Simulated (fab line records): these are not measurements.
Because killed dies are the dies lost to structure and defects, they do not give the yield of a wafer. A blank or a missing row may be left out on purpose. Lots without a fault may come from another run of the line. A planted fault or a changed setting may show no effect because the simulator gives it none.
Chamber matching -- flow nandHarc -- aldHk-01 running NHARC_A_STAIRCASE_ALD_420: 4 sister chambers
The step deposits SiO2, target thk 20 nm, pulse time 6 s, ald cycles 200. 4 wafers are shown with their chamber, then 8 later ones without.

WAFERS, EACH WITH ITS CHAMBER
wafer,chamber,heaterPowerW (W)
L084.4,2,405
L095.5,0,538
L095.6,3,494
L097.1,1,448

WAFERS WHOSE CHAMBER IS MISSING
wafer,heaterPowerW (W)
L097.2,412
L097.5,446
L094.1,406
L094.2,446
L094.4,527
L096.2,414
L096.3,443
L096.5,516

CHAMBER TAKEN BY EACH
wafer,from the rows above,in truth
L097.2,2,2
L097.5,1,1
L094.1,2,2
L094.2,1,1
L094.4,0,0
L096.2,2,2
L096.3,1,1
L096.5,can't be placed: 0 or 3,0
Placed correctly: 7 of 8. Cannot be placed on the basis of these rows: 1; the candidates contain the true chamber in 1. Placed wrongly: 0.
How it was worked out, from the rows above alone: a wafer's distance from a chamber is the root of the sum, over the readings, of the square of ((its reading less the chamber's mean) divided by the reading's scatter). The wafer belongs to the nearest chamber; if the next one is less than 2 further off, it can't be placed. The mean given for a chamber averages the wafers shown for that chamber. The scatter: root of mean squared gap, hidden wafer to nearest shown wafer, with one shown wafer a chamber.
